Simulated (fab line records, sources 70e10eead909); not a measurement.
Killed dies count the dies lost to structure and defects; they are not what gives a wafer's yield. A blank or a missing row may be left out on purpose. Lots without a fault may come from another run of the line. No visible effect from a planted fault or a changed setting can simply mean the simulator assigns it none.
Which tool was responsible? + flow nandHarc + 24 lots, 72 wafers sampled, at 5 steps of a route of 1302

== WHAT THE GAUGES READ, wafer by wafer ==
NHARC_P_CONTACT_INSPECT_27. Usual: rawDefectCount at 283, with a standard deviation of 92.
| lot  | measured     | on               | rawDefectCount | flag |
|------|--------------|------------------|----------------|------|
| L074 | day 6 03:34  | defectInspect-02 | 309 242 203    |      |
| L075 | day 6 09:30  | defectInspect-01 | 219 195 227    |      |
| L076 | day 6 17:37  | defectInspect-02 | 209 251 401    |      |
| L078 | day 7 18:02  | defectInspect-02 | 389 272 384    |      |
| L077 | day 7 18:44  | defectInspect-02 | 357 299 222    |      |
| L079 | day 8 09:10  | defectInspect-01 | 160 380 440    |      |
| L080 | day 8 10:06  | defectInspect-01 | 126 143 186    |      |
| L081 | day 9 08:03  | defectInspect-02 | 167 306 344    |      |
| L082 | day 9 13:04  | defectInspect-02 | 202 194 416    |      |
| L083 | day 10 03:25 | defectInspect-01 | 505 237 163    |      |
| L084 | day 10 04:37 | defectInspect-01 | 356 365 510    |      |
| L086 | day 10 18:55 | defectInspect-01 | 242 171 190    |      |
| L085 | day 10 20:17 | defectInspect-02 | 283 376 369    |      |
| L087 | day 11 05:26 | defectInspect-01 | 312 217 228    |      |
| L088 | day 12 06:10 | defectInspect-02 | 224 325 329    |      |
| L089 | day 12 11:04 | defectInspect-02 | 252 340 231    |      |
| L090 | day 12 13:46 | defectInspect-01 | 221 317 581    |      |
| L091 | day 13 09:11 | defectInspect-02 | 205 215 335    |      |
| L092 | day 13 13:22 | defectInspect-02 | 245 266 135    |      |
| L093 | day 13 20:00 | defectInspect-01 | 151 284 315    |      |
| L094 | day 14 13:23 | defectInspect-01 | 283 261 407    |      |
| L095 | day 14 16:11 | defectInspect-02 | 293 370 234    |      |
| L096 | day 15 04:19 | defectInspect-01 | 328 214 225    |      |
| L097 | day 15 11:17 | defectInspect-01 | 174 114 307    |      |

NHARC_P_M0_THK_MEAS_24: measures by xrf. Usual: thkNm at 117.5 nm, with a standard deviation of 1.7.
| lot  | measured     | on           | thkNm (nm)        | flag |
|------|--------------|--------------|-------------------|------|
| L074 | day 6 06:58  | filmMetro-01 | 116.9 116.1 114.7 |      |
| L075 | day 6 12:46  | filmMetro-02 | 116.0 115.7 115.8 |      |
| L076 | day 6 21:00  | filmMetro-01 | 118.9 117.2 119.1 |      |
| L078 | day 7 21:32  | filmMetro-01 | 115.0 120.4 118.0 |      |
| L077 | day 7 22:11  | filmMetro-01 | 114.7 118.1 115.5 |      |
| L079 | day 8 12:59  | filmMetro-02 | 117.4 119.8 118.0 |      |
| L080 | day 8 13:37  | filmMetro-02 | 117.5 117.5 116.1 |      |
| L081 | day 9 11:20  | filmMetro-01 | 117.6 118.8 119.5 |      |
| L082 | day 9 16:22  | filmMetro-02 | 119.0 115.7 116.3 |      |
| L083 | day 10 06:49 | filmMetro-02 | 118.3 118.3 117.6 |      |
| L084 | day 10 07:55 | filmMetro-02 | 116.0 118.1 118.6 |      |
| L086 | day 10 22:46 | filmMetro-02 | 119.6 116.7 117.8 |      |
| L085 | day 10 23:41 | filmMetro-02 | 116.4 115.8 116.5 |      |
| L087 | day 11 08:44 | filmMetro-02 | 116.8 118.0 116.1 |      |
| L088 | day 12 09:40 | filmMetro-01 | 114.0 116.2 116.8 |      |
| L089 | day 12 14:31 | filmMetro-02 | 118.0 116.3 114.5 |      |
| L090 | day 12 17:11 | filmMetro-01 | 117.6 117.9 115.9 |      |
| L091 | day 13 12:43 | filmMetro-01 | 118.7 118.5 114.7 |      |
| L092 | day 13 16:52 | filmMetro-01 | 118.5 116.6 118.1 |      |
| L093 | day 13 23:19 | filmMetro-02 | 119.0 115.2 116.1 |      |
| L094 | day 14 20:15 | filmMetro-02 | 115.1 116.0 116.9 |      |
| L095 | day 14 20:28 | filmMetro-01 | 116.4 117.5 117.7 |      |
| L096 | day 15 09:05 | filmMetro-01 | 118.0 119.0 119.3 |      |
| L097 | day 15 14:42 | filmMetro-02 | 120.3 120.2 120.3 |      |

NHARC_P_M1_INSPECT_27. Usual: rawDefectCount at 306, with a standard deviation of 120.
| lot  | measured     | on               | rawDefectCount | flag |
|------|--------------|------------------|----------------|------|
| L074 | day 6 11:17  | defectInspect-02 | 192 107 169    |      |
| L075 | day 6 17:05  | defectInspect-02 | 220 340 200    |      |
| L076 | day 7 01:44  | defectInspect-01 | 324 149 224    |      |
| L078 | day 8 01:51  | defectInspect-02 | 458 199 252    |      |
| L077 | day 8 02:35  | defectInspect-02 | 401 299 546    |      |
| L079 | day 8 17:38  | defectInspect-02 | 170 272 385    |      |
| L080 | day 8 17:57  | defectInspect-01 | 275 223 179    |      |
| L081 | day 9 15:29  | defectInspect-01 | 164 334 358    |      |
| L082 | day 9 20:43  | defectInspect-02 | 223 226 575    |      |
| L083 | day 10 11:09 | defectInspect-02 | 228 246 200    |      |
| L084 | day 10 12:17 | defectInspect-02 | 383 459 327    |      |
| L086 | day 11 03:04 | defectInspect-02 | 608 680 592    |      |
| L085 | day 11 04:00 | defectInspect-01 | 493 256 465    |      |
| L087 | day 11 13:12 | defectInspect-02 | 257 268 155    |      |
| L088 | day 12 13:57 | defectInspect-02 | 409 378 206    |      |
| L089 | day 12 18:52 | defectInspect-01 | 302 228 363    |      |
| L090 | day 12 21:30 | defectInspect-01 | 167 352 216    |      |
| L091 | day 13 17:16 | defectInspect-01 | 247 304 322    |      |
| L092 | day 13 21:02 | defectInspect-02 | 142 182 193    |      |
| L093 | day 14 03:37 | defectInspect-01 | 309 271 271    |      |
| L094 | day 15 00:31 | defectInspect-01 | 240 263 196    |      |
| L095 | day 15 00:50 | defectInspect-02 | 167 348 227    |      |
| L096 | day 15 13:24 | defectInspect-01 | 208 412 222    |      |
| L097 | day 15 18:57 | defectInspect-02 | 562 245 255    |      |

== EACH LOT AND THE TOOL THAT RAN IT (in order: tool; ch and the chambers of the sampled wafers; start) ==
| lot  | NHARC_P_M0_DESCUM_14              | NHARC_P_M1_STRIP_18               |
|------|-----------------------------------|-----------------------------------|
| L074 | rieDiel-09 ch 0,1,2, day 6 04:40  | rieDiel-12 ch 1,2,3, day 6 09:05  |
| L075 | rieDiel-09 ch 1,2, day 6 10:28    | rieDiel-01 ch 1,2, day 6 14:53    |
| L076 | rieDiel-02 ch 0,2,3, day 6 18:43  | rieDiel-01 ch 2,3, day 6 23:35    |
| L078 | rieDiel-03 ch 1,3, day 7 19:08    | rieDiel-12 ch 1,3, day 7 23:40    |
| L077 | rieDiel-03 ch 1,2, day 7 19:50    | rieDiel-07 ch 1,2,3, day 8 00:28  |
| L079 | rieDiel-03 ch 1,3, day 8 10:08    | rieDiel-01 ch 0,1, day 8 15:29    |
| L080 | rieDiel-09 ch 0,1,3, day 8 11:11  | rieDiel-12 ch 1,2,3, day 8 15:44  |
| L081 | rieDiel-02 ch 0,1, day 9 09:01    | rieDiel-12 ch 0,2,3, day 9 13:21  |
| L082 | rieDiel-09 ch 0,1,2, day 9 14:03  | rieDiel-07 ch 0,2,3, day 9 18:31  |
| L083 | rieDiel-09 ch 2,3, day 10 04:30   | rieDiel-07 ch 2,3, day 10 08:58   |
| L084 | rieDiel-03 ch 1,2,3, day 10 05:36 | rieDiel-07 ch 0,1,2, day 10 10:04 |
| L086 | rieDiel-03 ch 1,2,3, day 10 20:00 | rieDiel-01 ch 1,2,3, day 11 00:56 |
| L085 | rieDiel-03 ch 0,1,3, day 10 21:22 | rieDiel-07 ch 0,1,2, day 11 01:48 |
| L087 | rieDiel-03 ch 0,1,2, day 11 06:25 | rieDiel-07 ch 0,1,3, day 11 10:50 |
| L088 | rieDiel-03 ch 1,2,3, day 12 07:22 | rieDiel-01 ch 1,2,3, day 12 11:46 |
| L089 | rieDiel-03 ch 0,1,2, day 12 12:12 | rieDiel-07 ch 1,2,3, day 12 16:40 |
| L090 | rieDiel-03 ch 0,2,3, day 12 14:51 | rieDiel-07 ch 0,2,3, day 12 19:18 |
| L091 | rieDiel-03 ch 0,3, day 13 10:16   | rieDiel-01 ch 2,3, day 13 14:55   |
| L092 | rieDiel-09 ch 0,2,3, day 13 14:27 | rieDiel-07 ch 0,1,3, day 13 18:51 |
| L093 | rieDiel-02 ch 0,1,2, day 13 20:58 | rieDiel-07 ch 0,1, day 14 01:25   |
| L094 | rieDiel-09 ch 0,2,3, day 14 17:26 | rieDiel-07 ch 0,1,3, day 14 22:17 |
| L095 | rieDiel-09 ch 0,3, day 14 17:31   | rieDiel-01 ch 0,1,3, day 14 22:36 |
| L096 | rieDiel-09 ch 0,2,3, day 15 05:24 | rieDiel-07 ch 1,2,3, day 15 11:12 |
| L097 | rieDiel-03 ch 2,3, day 15 12:23   | rieDiel-07 ch 0,2,3, day 15 16:49 |
- NHARC_P_M0_DESCUM_14: chemistry O2, time 3 s.
- NHARC_P_M1_STRIP_18: strips in N2/H2.

== WHAT THE TOOLS THEMSELVES READ (means of the sampled wafers that have a number; where no wafer has one, the mark that the record gives instead) ==
NHARC_P_M0_DESCUM_14. Usual: drypumpMotorCurrentA 5.5 A, standard deviation 0.45; oesProductAu 0.997 a.u., standard deviation 0.012; rfVppV 57.8 V, standard deviation 0.88; showerheadPlenumPTorr 1.92 Torr, standard deviation 0.092; throttleValvePct 11.311 %, standard deviation 0.0089.
| lot  | tool       | drypumpMotorCurrentA (A) | oesProductAu (a.u.) | rfVppV (V) | showerheadPlenumPTorr (Torr) | throttleValvePct (%) | flag |
|------|------------|--------------------------|---------------------|------------|------------------------------|----------------------|------|
| L074 | rieDiel-09 | 5.4                      | 0.999               | 58.5       | 1.98                         | 11.322               |      |
| L075 | rieDiel-09 | 5.5                      | 0.995               | 58.0       | 1.99                         | 11.309               |      |
| L076 | rieDiel-02 | 5.4                      | 1.001               | 57.8       | 1.85                         | 11.309               |      |
| L078 | rieDiel-03 | 5.2                      | 0.999               | 58.8       | 1.98                         | 11.312               |      |
| L077 | rieDiel-03 | 5.3                      | 1.001               | 57.2       | 1.84                         | 11.307               |      |
| L079 | rieDiel-03 | 5.3                      | 0.985               | 58.1       | 2.01                         | 11.315               |      |
| L080 | rieDiel-09 | 5.8                      | 1.004               | 58.0       | 1.99                         | 11.301               |      |
| L081 | rieDiel-02 | 5.9                      | 1.003               | 56.2       | 1.82                         | 11.312               |      |
| L082 | rieDiel-09 | 5.5                      | 1.008               | 57.0       | 1.97                         | 11.315               |      |
| L083 | rieDiel-09 | 5.9                      | 1.006               | 57.5       | 1.98                         | 11.316               |      |
| L084 | rieDiel-03 | 5.3                      | 0.991               | 57.5       | 1.92                         | 11.311               |      |
| L086 | rieDiel-03 | 5.3                      | 0.998               | 57.5       | 1.92                         | 11.309               |      |
| L085 | rieDiel-03 | 5.4                      | 1.001               | 58.2       | 1.92                         | 11.303               |      |
| L087 | rieDiel-03 | 5.4                      | 0.994               | 57.2       | 1.84                         | 11.316               |      |
| L088 | rieDiel-03 | 5.3                      | 0.992               | 58.3       | 1.92                         | 11.307               |      |
| L089 | rieDiel-03 | 5.4                      | 0.995               | 57.3       | 1.84                         | 11.306               |      |
| L090 | rieDiel-03 | 5.6                      | 0.988               | 57.3       | 1.87                         | 11.323               |      |
| L091 | rieDiel-03 | 5.6                      | 0.994               | 57.3       | 1.95                         | 11.306               |      |
| L092 | rieDiel-09 | 5.8                      | 1.001               | 57.6       | 1.96                         | 11.315               |      |
| L093 | rieDiel-02 | 5.4                      | 1.004               | 57.2       | 1.83                         | 11.302               |      |
| L094 | rieDiel-09 | 5.8                      | 0.996               | 57.7       | 1.96                         | 11.318               |      |
| L095 | rieDiel-09 | 6.2                      | 1.004               | 57.4       | 1.97                         | 11.306               |      |
| L096 | rieDiel-09 | 5.8                      | 1.002               | 57.8       | 1.95                         | 11.315               |      |
| L097 | rieDiel-03 | 5.4                      | 0.991               | 58.2       | 1.86                         | 11.310               |      |

NHARC_P_M1_STRIP_18. Usual: drypumpMotorCurrentA 5.9 A, standard deviation 0.46; oesProductAu 1.003 a.u., standard deviation 0.014; powerW 1000.0 W, standard deviation 3; rfVppV 90.7 V, standard deviation 1; showerheadPlenumPTorr 2.06 Torr, standard deviation 0.07; throttleValvePct 14.171 %, standard deviation 0.0093.
| lot  | tool       | drypumpMotorCurrentA (A) | oesProductAu (a.u.) | powerW (W) | rfVppV (V) | showerheadPlenumPTorr (Torr) | throttleValvePct (%) | flag |
|------|------------|--------------------------|---------------------|------------|------------|------------------------------|----------------------|------|
| L074 | rieDiel-12 | 5.8                      | 0.993               | 1000.0     | 90.0       | 2.03                         | 14.177               |      |
| L075 | rieDiel-01 | 5.8                      | 1.023               | 999.9      | 91.2       | 2.09                         | 14.163               |      |
| L076 | rieDiel-01 | 6.4                      | 1.007               | 998.6      | 90.0       | 1.96                         | 14.169               |      |
| L078 | rieDiel-12 | 5.9                      | 1.003               | 1003.5     | 91.3       | 2.02                         | 14.169               |      |
| L077 | rieDiel-07 | 6.0                      | 0.993               | 1000.3     | 90.8       | 2.07                         | 14.166               |      |
| L079 | rieDiel-01 | 5.8                      | 0.985               | 998.4      | 91.0       | 2.15                         | 14.172               |      |
| L080 | rieDiel-12 | 5.8                      | 0.995               | 995.0      | 89.0       | 2.02                         | 14.172               |      |
| L081 | rieDiel-12 | 6.0                      | 1.002               | 998.6      | 89.7       | 1.99                         | 14.158               |      |
| L082 | rieDiel-07 | 6.0                      | 0.998               | 999.7      | 90.1       | 2.08                         | 14.177               |      |
| L083 | rieDiel-07 | 6.4                      | 0.999               | 1006.7     | 90.4       | 2.06                         | 14.170               |      |
| L084 | rieDiel-07 | 5.9                      | 1.009               | 998.7      | 90.9       | 2.08                         | 14.180               |      |
| L086 | rieDiel-01 | 6.1                      | 0.998               | 999.8      | 91.8       | 2.02                         | 14.177               |      |
| L085 | rieDiel-07 | 5.9                      | 1.006               | 1000.0     | 90.3       | 2.08                         | 14.170               |      |
| L087 | rieDiel-07 | 5.6                      | 0.993               | 1000.7     | 91.4       | 2.08                         | 14.172               |      |
| L088 | rieDiel-01 | 6.1                      | 1.009               | 999.2      | 90.4       | 2.02                         | 14.179               |      |
| L089 | rieDiel-07 | 6.0                      | 0.987               | 998.4      | 90.7       | 2.07                         | 14.160               |      |
| L090 | rieDiel-07 | 6.0                      | 0.999               | 999.5      | 90.1       | 2.08                         | 14.169               |      |
| L091 | rieDiel-01 | 6.3                      | 1.007               | 1003.2     | 90.9       | 1.95                         | 14.172               |      |
| L092 | rieDiel-07 | 5.6                      | 1.013               | 998.6      | 90.6       | 2.08                         | 14.172               |      |
| L093 | rieDiel-07 | 5.4                      | 1.010               | 1002.8     | 89.5       | 2.08                         | 14.173               |      |
| L094 | rieDiel-07 | 5.6                      | 1.011               | 1002.8     | 91.8       | 2.08                         | 14.169               |      |
| L095 | rieDiel-01 | 5.9                      | 1.002               | 1000.0     | 90.8       | 2.10                         | 14.169               |      |
| L096 | rieDiel-07 | 6.0                      | 1.000               | 1000.5     | 90.0       | 2.07                         | 14.178               |      |
| L097 | rieDiel-07 | 6.0                      | 1.014               | 1000.8     | 90.4       | 2.08                         | 14.167               |      |

== THE ANSWER, worked out from the rows above alone ==
Rule: a lot is off if the mean of its wafers that have a number lies more than 3 standard deviations from the usual mean. A lot without any number at a reading at which 4 lots or more have one is off too. The other lots that the step has rows for count as sound. After the gauges, taken in route order, come the tools' own readings; for these a lot's mean is taken, as printed above. The first step at which some lot is off is used, and at that step the reading that is off furthest; a lot without a number counts as furthest.
No lot is off on any of the readings shown, so nothing can be concluded from this.

== WHAT HAD BEEN PUT IN BY THE SIMULATOR ==
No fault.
